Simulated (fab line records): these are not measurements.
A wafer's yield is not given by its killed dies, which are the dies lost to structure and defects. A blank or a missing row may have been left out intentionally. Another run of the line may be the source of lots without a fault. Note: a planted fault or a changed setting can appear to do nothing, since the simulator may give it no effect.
Chamber matching :: flow n5Finfet :: N5_BEOL_M15_ETCH_57 on rieDiel-06: 4 sister chambers
The step etches SOC in N2/H2, time 750 s. 22 wafers are shown with their chamber, then 11 later ones without.

== WAFERS WITH THEIR CHAMBER ==
wafer: L077.1
chamber: 2
throttleValvePct (%): 17.5
showerheadPlenumPTorr (Torr): 2.60
oesProductAu (a.u.): 0.87

wafer: L077.3
chamber: 3
throttleValvePct (%): 18.3
showerheadPlenumPTorr (Torr): 2.42
oesProductAu (a.u.): 0.71

wafer: L077.5
chamber: 3
throttleValvePct (%): 18.2
showerheadPlenumPTorr (Torr): 2.42
oesProductAu (a.u.): 0.71

wafer: L079.3
chamber: 0
throttleValvePct (%): 18.1
showerheadPlenumPTorr (Torr): 2.46
oesProductAu (a.u.): 0.80

wafer: L079.4
chamber: 2
throttleValvePct (%): 17.5
showerheadPlenumPTorr (Torr): 2.60
oesProductAu (a.u.): 0.86

wafer: L079.6
chamber: 0
throttleValvePct (%): 18.1
showerheadPlenumPTorr (Torr): 2.46
oesProductAu (a.u.): 0.80

wafer: L078.2
chamber: 2
throttleValvePct (%): 17.5
showerheadPlenumPTorr (Torr): 2.59
oesProductAu (a.u.): 0.87

wafer: L078.4
chamber: 3
throttleValvePct (%): 18.3
showerheadPlenumPTorr (Torr): 2.42
oesProductAu (a.u.): 0.70

wafer: L078.5
chamber: 1
throttleValvePct (%): 17.6
showerheadPlenumPTorr (Torr): 2.72
oesProductAu (a.u.): 0.91

wafer: L080.1
chamber: 0
throttleValvePct (%): 18.1
showerheadPlenumPTorr (Torr): 2.46
oesProductAu (a.u.): 0.79

wafer: L080.2
chamber: 2
throttleValvePct (%): 17.5
showerheadPlenumPTorr (Torr): 2.59
oesProductAu (a.u.): 0.86

wafer: L080.6
chamber: 3
throttleValvePct (%): 18.3
showerheadPlenumPTorr (Torr): 2.42
oesProductAu (a.u.): 0.70

wafer: L081.2
chamber: 1
throttleValvePct (%): 17.6
showerheadPlenumPTorr (Torr): 2.72
oesProductAu (a.u.): 0.92

wafer: L081.4
chamber: 2
throttleValvePct (%): 17.5
showerheadPlenumPTorr (Torr): 2.59
oesProductAu (a.u.): 0.85

wafer: L081.5
chamber: 0
throttleValvePct (%): 18.1
showerheadPlenumPTorr (Torr): 2.46
oesProductAu (a.u.): 0.79

wafer: L084.1
chamber: 3
throttleValvePct (%): 18.3
showerheadPlenumPTorr (Torr): 2.41
oesProductAu (a.u.): 0.70

wafer: L084.3
chamber: 1
throttleValvePct (%): 17.6
showerheadPlenumPTorr (Torr): 2.72
oesProductAu (a.u.): 0.90

wafer: L084.4
chamber: 0
throttleValvePct (%): 18.1
showerheadPlenumPTorr (Torr): 2.46
oesProductAu (a.u.): 0.78

wafer: L085.3
chamber: 3
throttleValvePct (%): 18.3
showerheadPlenumPTorr (Torr): 2.41
oesProductAu (a.u.): 0.70

wafer: L085.5
chamber: 2
throttleValvePct (%): 17.5
showerheadPlenumPTorr (Torr): 2.59
oesProductAu (a.u.): 0.86

wafer: L085.6
chamber: 1
throttleValvePct (%): 17.6
showerheadPlenumPTorr (Torr): 2.72
oesProductAu (a.u.): 0.90

wafer: L091.2
chamber: 1
throttleValvePct (%): 17.6
showerheadPlenumPTorr (Torr): 2.71
oesProductAu (a.u.): 0.89

SIGNATURES (means of the wafers above)
reading: throttleValvePct
chamber 0: 18.100
chamber 1: 17.600
chamber 2: 17.500
chamber 3: 18.283
scatter within a chamber: 0.0215

reading: showerheadPlenumPTorr
chamber 0: 2.4600
chamber 1: 2.7180
chamber 2: 2.5933
chamber 3: 2.4167
scatter within a chamber: 0.00439

reading: oesProductAu
chamber 0: 0.7920
chamber 1: 0.9040
chamber 2: 0.8617
chamber 3: 0.7033
scatter within a chamber: 0.00822
Rule: a wafer's distance from a chamber is the root of the sum, over the readings, of the square of ((its reading less the chamber's mean) divided by the reading's scatter). If the next closest chamber is less than 2 further off than the closest, the wafer can't be placed; otherwise it belongs to the closest. How the scatter is found: for the shown wafers, subtract from each reading the mean of its chamber, square and add these, divide the total by (wafers less chambers), then take the root.

== WAFERS WHOSE CHAMBER IS MISSING ==
wafer: L091.4
throttleValvePct (%): 17.5
showerheadPlenumPTorr (Torr): 2.59
oesProductAu (a.u.): 0.84

wafer: L091.6
throttleValvePct (%): 17.7
showerheadPlenumPTorr (Torr): 2.71
oesProductAu (a.u.): 0.89

wafer: L090.1
throttleValvePct (%): 17.7
showerheadPlenumPTorr (Torr): 2.71
oesProductAu (a.u.): 0.89

wafer: L090.5
throttleValvePct (%): 17.7
showerheadPlenumPTorr (Torr): 2.71
oesProductAu (a.u.): 0.89

wafer: L090.6
throttleValvePct (%): 17.5
showerheadPlenumPTorr (Torr): 2.59
oesProductAu (a.u.): 0.84

wafer: L092.2
throttleValvePct (%): 18.3
showerheadPlenumPTorr (Torr): 2.41
oesProductAu (a.u.): 0.68

wafer: L092.5
throttleValvePct (%): 18.3
showerheadPlenumPTorr (Torr): 2.41
oesProductAu (a.u.): 0.69

wafer: L092.6
throttleValvePct (%): 18.1
showerheadPlenumPTorr (Torr): 2.45
oesProductAu (a.u.): 0.77

wafer: L096.1
throttleValvePct (%): 17.7
showerheadPlenumPTorr (Torr): 2.71
oesProductAu (a.u.): 0.87

wafer: L096.2
throttleValvePct (%): 17.6
showerheadPlenumPTorr (Torr): 2.58
oesProductAu (a.u.): 0.81

wafer: L096.3
throttleValvePct (%): 18.3
showerheadPlenumPTorr (Torr): 2.40
oesProductAu (a.u.): 0.68

== EACH ONE'S CHAMBER ==
wafer: L091.4
from the rows above: 2
in truth: 2

wafer: L091.6
from the rows above: 1
in truth: 1

wafer: L090.1
from the rows above: 1
in truth: 1

wafer: L090.5
from the rows above: 1
in truth: 1

wafer: L090.6
from the rows above: 2
in truth: 2

wafer: L092.2
from the rows above: 3
in truth: 3

wafer: L092.5
from the rows above: 3
in truth: 3

wafer: L092.6
from the rows above: 0
in truth: 0

wafer: L096.1
from the rows above: 1
in truth: 1

wafer: L096.2
from the rows above: 2
in truth: 2

wafer: L096.3
from the rows above: 3
in truth: 3
Correct placement for 11 of the 11. Number that these rows cannot place: 0. Placed wrongly: 0.
